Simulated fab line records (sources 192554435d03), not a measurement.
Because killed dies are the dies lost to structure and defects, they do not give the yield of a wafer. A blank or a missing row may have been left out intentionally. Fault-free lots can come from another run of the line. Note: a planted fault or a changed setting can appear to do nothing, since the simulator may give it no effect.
fab line records || flow n5Finfet
record: {"lots": 15, "wafers": 45, "lastDay": 18}
route steps=1938 shown BEOL_M14@1727
lots that met no fault: taken from a fault-free run of the same line
startH: start of the lot's first displayed wafer, in hours after the record's first day || waitH: time in hours since the lot's previous step || " as in the row above || L1.1+2: several wafers, shown together as one row || - value missing, or start not given || * or withheld: withheld || < > ~ a bound
route shown NAME@n: a module of which the file shows steps, and the number in the route of the first || usual: mean/standard deviation taken from wafers without a fault || same: alike in all rows || chamber/n: place in a boat || sites: each site's reading || _std_site: standard deviation across them || _edge_site: outer sites' mean less inner sites' || radiusMm: how far each site lies from the wafer's centre || mask NAME#n: copy n || behind: the tool/chamber that last shaped the wafer || hold: why the lot went on hold/how many hours it stayed there/how the hold came to an end || device: whichever transistor did not switch (one of n, p or np) || end of line: tests of these same wafers at the route's end || where a step has no rows: the recipe by itself || killed: count of dies lost to structure and defects at first sort (not the wafer's yield) || map: a wafer's dies, marking killed ones x, the rest . and places with no die _
set.NAME: setting as actually run; set.NAME@STEP: the setting as run at that earlier step || model.NAME: the simulator's own value behind a step, which no gauge read
steps of the route over a sample of lots; a table a step, a row a wafer
== steps ==
step: N5_BEOL_M14_OVL_MEAS_11
recipe: {"pointsPerWafer": 44}
usual: {"V13_OVL": "1/4.6"}
{"lot.wafer": "L884.2", "tool": "overlay-02", "chamber": 0, "startH": 248.03, "waitH": 0.0, "V13_OVL[nm]": 7}
{"lot.wafer": "L884.3", "tool": "overlay-02", "chamber": 0, "startH": 248.03, "waitH": 0.0, "V13_OVL[nm]": 3}
{"lot.wafer": "L884.4", "tool": "overlay-02", "chamber": 0, "startH": 248.03, "waitH": 0.0, "V13_OVL[nm]": 5}
{"lot.wafer": "L885.1", "tool": "overlay-02", "chamber": 0, "startH": 257.21, "waitH": 0.0, "V13_OVL[nm]": 0}
{"lot.wafer": "L885.2", "tool": "overlay-02", "chamber": 0, "startH": 257.21, "waitH": 0.0, "V13_OVL[nm]": 5}
{"lot.wafer": "L885.4", "tool": "overlay-02", "chamber": 0, "startH": 257.21, "waitH": 0.0, "V13_OVL[nm]": 2}
{"lot.wafer": "L886.1", "tool": "overlay-02", "chamber": 0, "startH": 261.82, "waitH": 0.0, "V13_OVL[nm]": 3}
{"lot.wafer": "L886.4", "tool": "overlay-02", "chamber": 0, "startH": 261.82, "waitH": 0.0, "V13_OVL[nm]": 6}
{"lot.wafer": "L886.6", "tool": "overlay-02", "chamber": 0, "startH": 261.82, "waitH": 0.0, "V13_OVL[nm]": 2}
{"lot.wafer": "L887.1", "tool": "overlay-02", "chamber": 0, "startH": 263.73, "waitH": 0.0, "V13_OVL[nm]": -7}
{"lot.wafer": "L887.3", "tool": "overlay-02", "chamber": 0, "startH": 263.73, "waitH": 0.0, "V13_OVL[nm]": 2}
{"lot.wafer": "L887.6", "tool": "overlay-02", "chamber": 0, "startH": 263.73, "waitH": 0.0, "V13_OVL[nm]": -7}
{"lot.wafer": "L888.3", "tool": "overlay-02", "chamber": 0, "startH": 292.46, "waitH": 0.0, "V13_OVL[nm]": 2}
{"lot.wafer": "L888.4", "tool": "overlay-02", "chamber": 0, "startH": 292.46, "waitH": 0.0, "V13_OVL[nm]": 0}
{"lot.wafer": "L888.5", "tool": "overlay-02", "chamber": 0, "startH": 292.46, "waitH": 0.0, "V13_OVL[nm]": -4}
{"lot.wafer": "L891.2", "tool": "overlay-02", "chamber": 0, "startH": 308.58, "waitH": 0.0, "V13_OVL[nm]": -4}
{"lot.wafer": "L891.5", "tool": "overlay-02", "chamber": 0, "startH": 308.58, "waitH": 0.0, "V13_OVL[nm]": 0}
{"lot.wafer": "L891.6", "tool": "overlay-02", "chamber": 0, "startH": 308.58, "waitH": 0.0, "V13_OVL[nm]": -2}
{"lot.wafer": "L892.2", "tool": "overlay-02", "chamber": 0, "startH": 309.80, "waitH": 0.0, "V13_OVL[nm]": 4}
{"lot.wafer": "L892.3", "tool": "overlay-02", "chamber": 0, "startH": 309.80, "waitH": 0.0, "V13_OVL[nm]": -4}
{"lot.wafer": "L892.6", "tool": "overlay-02", "chamber": 0, "startH": 309.80, "waitH": 0.0, "V13_OVL[nm]": 2}
{"lot.wafer": "L894.1", "tool": "overlay-02", "chamber": 0, "startH": 312.12, "waitH": 0.0, "V13_OVL[nm]": 2}
{"lot.wafer": "L894.3", "tool": "overlay-02", "chamber": 0, "startH": 312.12, "waitH": 0.0, "V13_OVL[nm]": 0}
{"lot.wafer": "L894.5", "tool": "overlay-02", "chamber": 0, "startH": 312.12, "waitH": 0.0, "V13_OVL[nm]": 1}
{"lot.wafer": "L893.2", "tool": "overlay-02", "chamber": 0, "startH": 319.23, "waitH": 0.0, "V13_OVL[nm]": 5}
{"lot.wafer": "L893.5", "tool": "overlay-02", "chamber": 0, "startH": 319.23, "waitH": 0.0, "V13_OVL[nm]": 5}
{"lot.wafer": "L893.6", "tool": "overlay-02", "chamber": 0, "startH": 319.23, "waitH": 0.0, "V13_OVL[nm]": 3}
{"lot.wafer": "L896.1", "tool": "overlay-02", "chamber": 0, "startH": 347.82, "waitH": 0.0, "V13_OVL[nm]": 6}
{"lot.wafer": "L896.3", "tool": "overlay-02", "chamber": 0, "startH": 347.82, "waitH": 0.0, "V13_OVL[nm]": 5}
{"lot.wafer": "L896.4", "tool": "overlay-02", "chamber": 0, "startH": 347.82, "waitH": 0.0, "V13_OVL[nm]": 3}
{"lot.wafer": "L901.3", "tool": "overlay-02", "chamber": 0, "startH": 368.54, "waitH": 0.0, "V13_OVL[nm]": -5}
{"lot.wafer": "L901.4", "tool": "overlay-02", "chamber": 0, "startH": 368.54, "waitH": 0.0, "V13_OVL[nm]": -2}
{"lot.wafer": "L901.6", "tool": "overlay-02", "chamber": 0, "startH": 368.54, "waitH": 0.0, "V13_OVL[nm]": 1}
{"lot.wafer": "L900.1", "tool": "overlay-02", "chamber": 0, "startH": 368.86, "waitH": 0.0, "V13_OVL[nm]": 12}
{"lot.wafer": "L900.2", "tool": "overlay-02", "chamber": 0, "startH": 368.86, "waitH": 0.0, "V13_OVL[nm]": 5}
{"lot.wafer": "L900.3", "tool": "overlay-02", "chamber": 0, "startH": 368.86, "waitH": 0.0, "V13_OVL[nm]": 5}
{"lot.wafer": "L902.1", "tool": "overlay-02", "chamber": 0, "startH": 369.04, "waitH": 0.0, "V13_OVL[nm]": -3}
{"lot.wafer": "L902.5", "tool": "overlay-02", "chamber": 0, "startH": 369.04, "waitH": 0.0, "V13_OVL[nm]": -5}
{"lot.wafer": "L902.6", "tool": "overlay-02", "chamber": 0, "startH": 369.04, "waitH": 0.0, "V13_OVL[nm]": 2}
{"lot.wafer": "L904.2", "tool": "overlay-02", "chamber": 0, "startH": 402.34, "waitH": 0.0, "V13_OVL[nm]": -7}
{"lot.wafer": "L904.4", "tool": "overlay-02", "chamber": 0, "startH": 402.34, "waitH": 0.0, "V13_OVL[nm]": -5}
{"lot.wafer": "L904.6", "tool": "overlay-02", "chamber": 0, "startH": 402.34, "waitH": 0.0, "V13_OVL[nm]": -4}
{"lot.wafer": "L905.3", "tool": "overlay-02", "chamber": 0, "startH": 402.79, "waitH": 0.0, "V13_OVL[nm]": -3}
{"lot.wafer": "L905.5", "tool": "overlay-02", "chamber": 0, "startH": 402.79, "waitH": 0.0, "V13_OVL[nm]": 0}
{"lot.wafer": "L905.6", "tool": "overlay-02", "chamber": 0, "startH": 402.79, "waitH": 0.0, "V13_OVL[nm]": -2}
step: N5_BEOL_M14_INSPECT_12
recipe: {"mode": "adi", "inspectInstrument": "macro"}
usual: {"rawDefectCount": "2.1/1.5"}
{"lot.wafer": "L884.2", "tool": "defectInspect-02", "chamber": "-", "startH": 248.06, "waitH": 0.0, "rawDefectCount": 0}
{"lot.wafer": "L884.3", "tool": "defectInspect-02", "chamber": "-", "startH": 248.06, "waitH": 0.0, "rawDefectCount": 2}
{"lot.wafer": "L884.4", "tool": "defectInspect-02", "chamber": "-", "startH": 248.06, "waitH": 0.0, "rawDefectCount": 4}
{"lot.wafer": "L885.1", "tool": "defectInspect-02", "chamber": "-", "startH": 257.23, "waitH": 0.0, "rawDefectCount": 3}
{"lot.wafer": "L885.2", "tool": "defectInspect-02", "chamber": "-", "startH": 257.23, "waitH": 0.0, "rawDefectCount": 2}
{"lot.wafer": "L885.4", "tool": "defectInspect-02", "chamber": "-", "startH": 257.23, "waitH": 0.0, "rawDefectCount": 5}
{"lot.wafer": "L886.1", "tool": "defectInspect-02", "chamber": "-", "startH": 261.85, "waitH": 0.0, "rawDefectCount": 1}
{"lot.wafer": "L886.4", "tool": "defectInspect-02", "chamber": "-", "startH": 261.85, "waitH": 0.0, "rawDefectCount": 5}
{"lot.wafer": "L886.6", "tool": "defectInspect-02", "chamber": "-", "startH": 261.85, "waitH": 0.0, "rawDefectCount": 2}
{"lot.wafer": "L887.1", "tool": "defectInspect-02", "chamber": "-", "startH": 263.75, "waitH": 0.0, "rawDefectCount": 2}
{"lot.wafer": "L887.3", "tool": "defectInspect-02", "chamber": "-", "startH": 263.75, "waitH": 0.0, "rawDefectCount": 2}
{"lot.wafer": "L887.6", "tool": "defectInspect-02", "chamber": "-", "startH": 263.75, "waitH": 0.0, "rawDefectCount": 3}
{"lot.wafer": "L888.3", "tool": "defectInspect-02", "chamber": "-", "startH": 292.48, "waitH": 0.0, "rawDefectCount": 2}
{"lot.wafer": "L888.4", "tool": "defectInspect-02", "chamber": "-", "startH": 292.48, "waitH": 0.0, "rawDefectCount": 7}
{"lot.wafer": "L888.5", "tool": "defectInspect-02", "chamber": "-", "startH": 292.48, "waitH": 0.0, "rawDefectCount": 2}
{"lot.wafer": "L891.2", "tool": "defectInspect-01", "chamber": "-", "startH": 308.60, "waitH": 0.0, "rawDefectCount": 2}
{"lot.wafer": "L891.5", "tool": "defectInspect-01", "chamber": "-", "startH": 308.60, "waitH": 0.0, "rawDefectCount": 4}
{"lot.wafer": "L891.6", "tool": "defectInspect-01", "chamber": "-", "startH": 308.60, "waitH": 0.0, "rawDefectCount": 1}
{"lot.wafer": "L892.2", "tool": "defectInspect-02", "chamber": "-", "startH": 309.82, "waitH": 0.0, "rawDefectCount": 3}
{"lot.wafer": "L892.3", "tool": "defectInspect-02", "chamber": "-", "startH": 309.82, "waitH": 0.0, "rawDefectCount": 1}
{"lot.wafer": "L892.6", "tool": "defectInspect-02", "chamber": "-", "startH": 309.82, "waitH": 0.0, "rawDefectCount": 2}
{"lot.wafer": "L894.1", "tool": "defectInspect-02", "chamber": "-", "startH": 312.14, "waitH": 0.0, "rawDefectCount": 3}
{"lot.wafer": "L894.3", "tool": "defectInspect-02", "chamber": "-", "startH": 312.14, "waitH": 0.0, "rawDefectCount": 2}
{"lot.wafer": "L894.5", "tool": "defectInspect-02", "chamber": "-", "startH": 312.14, "waitH": 0.0, "rawDefectCount": 1}
{"lot.wafer": "L893.2", "tool": "defectInspect-01", "chamber": "-", "startH": 319.25, "waitH": 0.0, "rawDefectCount": 4}
{"lot.wafer": "L893.5", "tool": "defectInspect-01", "chamber": "-", "startH": 319.25, "waitH": 0.0, "rawDefectCount": 1}
{"lot.wafer": "L893.6", "tool": "defectInspect-01", "chamber": "-", "startH": 319.25, "waitH": 0.0, "rawDefectCount": 2}
{"lot.wafer": "L896.1", "tool": "defectInspect-01", "chamber": "-", "startH": 347.85, "waitH": 0.0, "rawDefectCount": 1}
{"lot.wafer": "L896.3", "tool": "defectInspect-01", "chamber": "-", "startH": 347.85, "waitH": 0.0, "rawDefectCount": 1}
{"lot.wafer": "L896.4", "tool": "defectInspect-01", "chamber": "-", "startH": 347.85, "waitH": 0.0, "rawDefectCount": 1}
{"lot.wafer": "L901.3", "tool": "defectInspect-01", "chamber": "-", "startH": 368.57, "waitH": 0.0, "rawDefectCount": 4}
{"lot.wafer": "L901.4", "tool": "defectInspect-01", "chamber": "-", "startH": 368.57, "waitH": 0.0, "rawDefectCount": 2}
{"lot.wafer": "L901.6", "tool": "defectInspect-01", "chamber": "-", "startH": 368.57, "waitH": 0.0, "rawDefectCount": 1}
{"lot.wafer": "L900.1", "tool": "defectInspect-01", "chamber": "-", "startH": 368.88, "waitH": 0.0, "rawDefectCount": 3}
{"lot.wafer": "L900.2", "tool": "defectInspect-01", "chamber": "-", "startH": 368.88, "waitH": 0.0, "rawDefectCount": 1}
{"lot.wafer": "L900.3", "tool": "defectInspect-01", "chamber": "-", "startH": 368.88, "waitH": 0.0, "rawDefectCount": 2}
{"lot.wafer": "L902.1", "tool": "defectInspect-01", "chamber": "-", "startH": 369.06, "waitH": 0.0, "rawDefectCount": 1}
{"lot.wafer": "L902.5", "tool": "defectInspect-01", "chamber": "-", "startH": 369.06, "waitH": 0.0, "rawDefectCount": 2}
{"lot.wafer": "L902.6", "tool": "defectInspect-01", "chamber": "-", "startH": 369.06, "waitH": 0.0, "rawDefectCount": 0}
{"lot.wafer": "L904.2", "tool": "defectInspect-02", "chamber": "-", "startH": 402.36, "waitH": 0.0, "rawDefectCount": 4}
{"lot.wafer": "L904.4", "tool": "defectInspect-02", "chamber": "-", "startH": 402.36, "waitH": 0.0, "rawDefectCount": 2}
{"lot.wafer": "L904.6", "tool": "defectInspect-02", "chamber": "-", "startH": 402.36, "waitH": 0.0, "rawDefectCount": 4}
{"lot.wafer": "L905.3", "tool": "defectInspect-02", "chamber": "-", "startH": 402.82, "waitH": 0.0, "rawDefectCount": 2}
{"lot.wafer": "L905.5", "tool": "defectInspect-02", "chamber": "-", "startH": 402.82, "waitH": 0.0, "rawDefectCount": 1}
{"lot.wafer": "L905.6", "tool": "defectInspect-02", "chamber": "-", "startH": 402.82, "waitH": 0.0, "rawDefectCount": 2}
step: N5_BEOL_M14_CD_MEAS_17
recipe: {"targetCdNm": 250, "polarity": "opening"}
usual: {"cdNm": "251.5/1.9"}
{"lot.wafer": "L884.2", "tool": "cdSem-03", "chamber": "-", "startH": 248.56, "waitH": 0.0, "cdNm": 255.6}
{"lot.wafer": "L884.3", "tool": "cdSem-03", "chamber": "-", "startH": 248.56, "waitH": 0.0, "cdNm": 254.3}
{"lot.wafer": "L884.4", "tool": "cdSem-03", "chamber": "-", "startH": 248.56, "waitH": 0.0, "cdNm": 254.1}
{"lot.wafer": "L885.1", "tool": "cdSem-03", "chamber": "-", "startH": 257.75, "waitH": 0.0, "cdNm": 253.2}
{"lot.wafer": "L885.2", "tool": "cdSem-03", "chamber": "-", "startH": 257.75, "waitH": 0.0, "cdNm": 249.5}
{"lot.wafer": "L885.4", "tool": "cdSem-03", "chamber": "-", "startH": 257.75, "waitH": 0.0, "cdNm": 251.8}
{"lot.wafer": "L886.1", "tool": "cdSem-03", "chamber": "-", "startH": 262.32, "waitH": 0.0, "cdNm": 249.8}
{"lot.wafer": "L886.4", "tool": "cdSem-03", "chamber": "-", "startH": 262.32, "waitH": 0.0, "cdNm": 253.7}
{"lot.wafer": "L886.6", "tool": "cdSem-03", "chamber": "-", "startH": 262.32, "waitH": 0.0, "cdNm": 251.8}
{"lot.wafer": "L887.1", "tool": "cdSem-01", "chamber": "-", "startH": 264.22, "waitH": 0.0, "cdNm": 251.6}
{"lot.wafer": "L887.3", "tool": "cdSem-01", "chamber": "-", "startH": 264.22, "waitH": 0.0, "cdNm": 250.5}
{"lot.wafer": "L887.6", "tool": "cdSem-01", "chamber": "-", "startH": 264.22, "waitH": 0.0, "cdNm": 251.0}
{"lot.wafer": "L888.3", "tool": "cdSem-03", "chamber": "-", "startH": 293.28, "waitH": 0.0, "cdNm": 252.6}
{"lot.wafer": "L888.4", "tool": "cdSem-03", "chamber": "-", "startH": 293.28, "waitH": 0.0, "cdNm": 247.7}
{"lot.wafer": "L888.5", "tool": "cdSem-03", "chamber": "-", "startH": 293.28, "waitH": 0.0, "cdNm": 249.5}
{"lot.wafer": "L891.2", "tool": "cdSem-03", "chamber": "-", "startH": 309.07, "waitH": 0.0, "cdNm": 253.4}
{"lot.wafer": "L891.5", "tool": "cdSem-03", "chamber": "-", "startH": 309.07, "waitH": 0.0, "cdNm": 249.6}
{"lot.wafer": "L891.6", "tool": "cdSem-03", "chamber": "-", "startH": 309.07, "waitH": 0.0, "cdNm": 248.1}
{"lot.wafer": "L892.2", "tool": "cdSem-03", "chamber": "-", "startH": 310.51, "waitH": 0.0, "cdNm": 251.9}
{"lot.wafer": "L892.3", "tool": "cdSem-03", "chamber": "-", "startH": 310.51, "waitH": 0.0, "cdNm": 252.6}
{"lot.wafer": "L892.6", "tool": "cdSem-03", "chamber": "-", "startH": 310.51, "waitH": 0.0, "cdNm": 254.4}
{"lot.wafer": "L894.1", "tool": "cdSem-03", "chamber": "-", "startH": 312.61, "waitH": 0.0, "cdNm": 247.8}
{"lot.wafer": "L894.3", "tool": "cdSem-03", "chamber": "-", "startH": 312.61, "waitH": 0.0, "cdNm": 249.6}
{"lot.wafer": "L894.5", "tool": "cdSem-03", "chamber": "-", "startH": 312.61, "waitH": 0.0, "cdNm": 253.4}
{"lot.wafer": "L893.2", "tool": "cdSem-03", "chamber": "-", "startH": 319.73, "waitH": 0.0, "cdNm": 254.2}
{"lot.wafer": "L893.5", "tool": "cdSem-03", "chamber": "-", "startH": 319.73, "waitH": 0.0, "cdNm": 254.2}
{"lot.wafer": "L893.6", "tool": "cdSem-03", "chamber": "-", "startH": 319.73, "waitH": 0.0, "cdNm": 251.3}
{"lot.wafer": "L896.1", "tool": "cdSem-01", "chamber": "-", "startH": 348.31, "waitH": 0.0, "cdNm": 251.2}
{"lot.wafer": "L896.3", "tool": "cdSem-01", "chamber": "-", "startH": 348.31, "waitH": 0.0, "cdNm": 250.8}
{"lot.wafer": "L896.4", "tool": "cdSem-01", "chamber": "-", "startH": 348.31, "waitH": 0.0, "cdNm": 252.8}
{"lot.wafer": "L901.3", "tool": "cdSem-03", "chamber": "-", "startH": 369.04, "waitH": 0.0, "cdNm": 255.4}
{"lot.wafer": "L901.4", "tool": "cdSem-03", "chamber": "-", "startH": 369.04, "waitH": 0.0, "cdNm": 251.8}
{"lot.wafer": "L901.6", "tool": "cdSem-03", "chamber": "-", "startH": 369.04, "waitH": 0.0, "cdNm": 251.1}
{"lot.wafer": "L900.1", "tool": "cdSem-03", "chamber": "-", "startH": 369.35, "waitH": 0.0, "cdNm": 251.2}
{"lot.wafer": "L900.2", "tool": "cdSem-03", "chamber": "-", "startH": 369.35, "waitH": 0.0, "cdNm": 253.0}
{"lot.wafer": "L900.3", "tool": "cdSem-03", "chamber": "-", "startH": 369.35, "waitH": 0.0, "cdNm": 249.9}
{"lot.wafer": "L902.1", "tool": "cdSem-01", "chamber": "-", "startH": 369.82, "waitH": 0.0, "cdNm": 250.9}
{"lot.wafer": "L902.5", "tool": "cdSem-01", "chamber": "-", "startH": 369.82, "waitH": 0.0, "cdNm": 254.2}
{"lot.wafer": "L902.6", "tool": "cdSem-01", "chamber": "-", "startH": 369.82, "waitH": 0.0, "cdNm": 249.6}
{"lot.wafer": "L904.2", "tool": "cdSem-02", "chamber": "-", "startH": 402.83, "waitH": 0.0, "cdNm": 251.8}
{"lot.wafer": "L904.4", "tool": "cdSem-02", "chamber": "-", "startH": 402.83, "waitH": 0.0, "cdNm": 253.5}
{"lot.wafer": "L904.6", "tool": "cdSem-02", "chamber": "-", "startH": 402.83, "waitH": 0.0, "cdNm": 253.8}
{"lot.wafer": "L905.3", "tool": "cdSem-02", "chamber": "-", "startH": 403.29, "waitH": 0.0, "cdNm": 253.4}
{"lot.wafer": "L905.5", "tool": "cdSem-02", "chamber": "-", "startH": 403.29, "waitH": 0.0, "cdNm": 252.5}
{"lot.wafer": "L905.6", "tool": "cdSem-02", "chamber": "-", "startH": 403.29, "waitH": 0.0, "cdNm": 253.8}
step: N5_BEOL_M14_DEVELOP_27
recipe: {"developTimeS": 45, "rinseLiquid": "diw", "dry": "airSpin", "devTempC": 21}
usual: {"chillPlateTempC": "23.02/0.11", "developTimeS": "45/0"}
{"lot.wafer": "L884.2", "tool": "lithoTrack-01", "chamber": 0, "startH": 248.90, "waitH": "-", "chillPlateTempC": 22.97, "developTimeS": 45}
{"lot.wafer": "L884.3", "tool": "lithoTrack-01", "chamber": 0, "startH": 248.90, "waitH": "-", "chillPlateTempC": 23.02, "developTimeS": 45}
{"lot.wafer": "L884.4", "tool": "lithoTrack-01", "chamber": 0, "startH": 248.90, "waitH": "-", "chillPlateTempC": 23.05, "developTimeS": 45}
{"lot.wafer": "L885.1", "tool": "lithoTrack-01", "chamber": 0, "startH": 258.09, "waitH": "-", "chillPlateTempC": 22.91, "developTimeS": 45}
{"lot.wafer": "L885.2", "tool": "lithoTrack-01", "chamber": 0, "startH": 258.09, "waitH": "-", "chillPlateTempC": 23.06, "developTimeS": 45}
{"lot.wafer": "L885.4", "tool": "lithoTrack-01", "chamber": 0, "startH": 258.09, "waitH": "-", "chillPlateTempC": 23.06, "developTimeS": 45}
{"lot.wafer": "L886.1", "tool": "lithoTrack-01", "chamber": 0, "startH": 262.53, "waitH": "-", "chillPlateTempC": 23.08, "developTimeS": 45}
{"lot.wafer": "L886.4", "tool": "lithoTrack-01", "chamber": 0, "startH": 262.53, "waitH": "-", "chillPlateTempC": 23.06, "developTimeS": 45}
{"lot.wafer": "L886.6", "tool": "lithoTrack-01", "chamber": 0, "startH": 262.53, "waitH": "-", "chillPlateTempC": 23.16, "developTimeS": 45}
{"lot.wafer": "L887.1", "tool": "lithoTrack-01", "chamber": 0, "startH": 264.44, "waitH": "-", "chillPlateTempC": 23.00, "developTimeS": 45}
{"lot.wafer": "L887.3", "tool": "lithoTrack-01", "chamber": 0, "startH": 264.44, "waitH": "-", "chillPlateTempC": 23.18, "developTimeS": 45}
{"lot.wafer": "L887.6", "tool": "lithoTrack-01", "chamber": 0, "startH": 264.44, "waitH": "-", "chillPlateTempC": 23.15, "developTimeS": 45}
{"lot.wafer": "L888.3", "tool": "lithoTrack-04", "chamber": 0, "startH": 293.50, "waitH": "-", "chillPlateTempC": 23.24, "developTimeS": 45}
{"lot.wafer": "L888.4", "tool": "lithoTrack-04", "chamber": 0, "startH": 293.50, "waitH": "-", "chillPlateTempC": 23.10, "developTimeS": 45}
{"lot.wafer": "L888.5", "tool": "lithoTrack-04", "chamber": 0, "startH": 293.50, "waitH": "-", "chillPlateTempC": 23.12, "developTimeS": 45}
{"lot.wafer": "L891.2", "tool": "lithoTrack-03", "chamber": 0, "startH": 309.29, "waitH": "-", "chillPlateTempC": 22.88, "developTimeS": 45}
{"lot.wafer": "L891.5", "tool": "lithoTrack-03", "chamber": 0, "startH": 309.29, "waitH": "-", "chillPlateTempC": 22.98, "developTimeS": 45}
{"lot.wafer": "L891.6", "tool": "lithoTrack-03", "chamber": 0, "startH": 309.29, "waitH": "-", "chillPlateTempC": 22.91, "developTimeS": 45}
{"lot.wafer": "L892.2", "tool": "lithoTrack-04", "chamber": 0, "startH": 310.85, "waitH": "-", "chillPlateTempC": 23.10, "developTimeS": 45}
{"lot.wafer": "L892.3", "tool": "lithoTrack-04", "chamber": 0, "startH": 310.85, "waitH": "-", "chillPlateTempC": 22.86, "developTimeS": 45}
{"lot.wafer": "L892.6", "tool": "lithoTrack-04", "chamber": 0, "startH": 310.85, "waitH": "-", "chillPlateTempC": 22.97, "developTimeS": 45}
{"lot.wafer": "L894.1", "tool": "lithoTrack-01", "chamber": 0, "startH": 312.84, "waitH": "-", "chillPlateTempC": 22.85, "developTimeS": 45}
{"lot.wafer": "L894.3", "tool": "lithoTrack-01", "chamber": 0, "startH": 312.84, "waitH": "-", "chillPlateTempC": 23.02, "developTimeS": 45}
{"lot.wafer": "L894.5", "tool": "lithoTrack-01", "chamber": 0, "startH": 312.84, "waitH": "-", "chillPlateTempC": 22.91, "developTimeS": 45}
{"lot.wafer": "L893.2", "tool": "lithoTrack-03", "chamber": 0, "startH": 320.07, "waitH": "-", "chillPlateTempC": 23.09, "developTimeS": 45}
{"lot.wafer": "L893.5", "tool": "lithoTrack-03", "chamber": 0, "startH": 320.07, "waitH": "-", "chillPlateTempC": 23.06, "developTimeS": 45}
{"lot.wafer": "L893.6", "tool": "lithoTrack-03", "chamber": 0, "startH": 320.07, "waitH": "-", "chillPlateTempC": 23.09, "developTimeS": 45}
{"lot.wafer": "L896.1", "tool": "lithoTrack-01", "chamber": 0, "startH": 348.66, "waitH": "-", "chillPlateTempC": 23.00, "developTimeS": 45}
{"lot.wafer": "L896.3", "tool": "lithoTrack-01", "chamber": 0, "startH": 348.66, "waitH": "-", "chillPlateTempC": 23.00, "developTimeS": 45}
{"lot.wafer": "L896.4", "tool": "lithoTrack-01", "chamber": 0, "startH": 348.66, "waitH": "-", "chillPlateTempC": 22.85, "developTimeS": 45}
{"lot.wafer": "L901.3", "tool": "lithoTrack-01", "chamber": "-", "startH": 369.38, "waitH": "-", "chillPlateTempC": "-", "developTimeS": "-"}
{"lot.wafer": "L901.4", "tool": "lithoTrack-01", "chamber": "-", "startH": 369.38, "waitH": "-", "chillPlateTempC": "-", "developTimeS": "-"}
{"lot.wafer": "L901.6", "tool": "lithoTrack-01", "chamber": "-", "startH": 369.38, "waitH": "-", "chillPlateTempC": "-", "developTimeS": "-"}
{"lot.wafer": "L900.1", "tool": "lithoTrack-01", "chamber": "-", "startH": 369.56, "waitH": "-", "chillPlateTempC": "-", "developTimeS": "-"}
{"lot.wafer": "L900.2", "tool": "lithoTrack-01", "chamber": "-", "startH": 369.56, "waitH": "-", "chillPlateTempC": "-", "developTimeS": "-"}
{"lot.wafer": "L900.3", "tool": "lithoTrack-01", "chamber": "-", "startH": 369.56, "waitH": "-", "chillPlateTempC": "-", "developTimeS": "-"}
{"lot.wafer": "L902.1", "tool": "lithoTrack-04", "chamber": "-", "startH": 370.03, "waitH": "-", "chillPlateTempC": "-", "developTimeS": "-"}
{"lot.wafer": "L902.5", "tool": "lithoTrack-04", "chamber": "-", "startH": 370.03, "waitH": "-", "chillPlateTempC": "-", "developTimeS": "-"}
{"lot.wafer": "L902.6", "tool": "lithoTrack-04", "chamber": "-", "startH": 370.03, "waitH": "-", "chillPlateTempC": "-", "developTimeS": "-"}
{"lot.wafer": "L904.2", "tool": "lithoTrack-01", "chamber": 0, "startH": 403.05, "waitH": "-", "chillPlateTempC": 23.11, "developTimeS": 45}
{"lot.wafer": "L904.4", "tool": "lithoTrack-01", "chamber": 0, "startH": 403.05, "waitH": "-", "chillPlateTempC": 23.11, "developTimeS": 45}
{"lot.wafer": "L904.6", "tool": "lithoTrack-01", "chamber": 0, "startH": 403.05, "waitH": "-", "chillPlateTempC": 22.93, "developTimeS": 45}
{"lot.wafer": "L905.3", "tool": "lithoTrack-01", "chamber": 0, "startH": 403.50, "waitH": "-", "chillPlateTempC": 23.07, "developTimeS": 45}
{"lot.wafer": "L905.5", "tool": "lithoTrack-01", "chamber": 0, "startH": 403.50, "waitH": "-", "chillPlateTempC": 23.13, "developTimeS": 45}
{"lot.wafer": "L905.6", "tool": "lithoTrack-01", "chamber": 0, "startH": 403.50, "waitH": "-", "chillPlateTempC": 23.21, "developTimeS": 45}
== key ==
firstSign: {"step": "N5_BEOL_M14_DEVELOP_27", "reading": "toolRecord", "direction": "missing"}
effect none on later readings
metAt N5_BEOL_M14_DEVELOP_27
struckLots L900,L901,L902
laterRowsLeftOut L900.1,L900.2,L900.3,L901.3,L901.4,L901.6,L902.1,L902.5,L902.6
sortLeftOut L900.1,L900.2,L900.3,L901.3,L901.4,L901.6,L902.1,L902.5,L902.6
notActingAt N5_BEOL_M14_OVL_MEAS_11,N5_BEOL_M14_INSPECT_12,N5_BEOL_M14_CD_MEAS_17
onsetBetween 348.66 369.38
fault: {"kind": "skippedStepWhole", "tool": "lithoTrack-01,lithoTrack-04", "chamber": "-", "onsetH": 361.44, "steps": "N5_BEOL_M14_DEVELOP_27", "scope": "struckLotsOnly"}
sortLeftOut: the simulated sort isn't trusted on such a fault, so these wafers' sort isn't shown, and their yield isn't known
laterRowsLeftOut: the simulator's readings of these wafers behind a module that went badly wrong aren't trusted and aren't shown, but for the sort
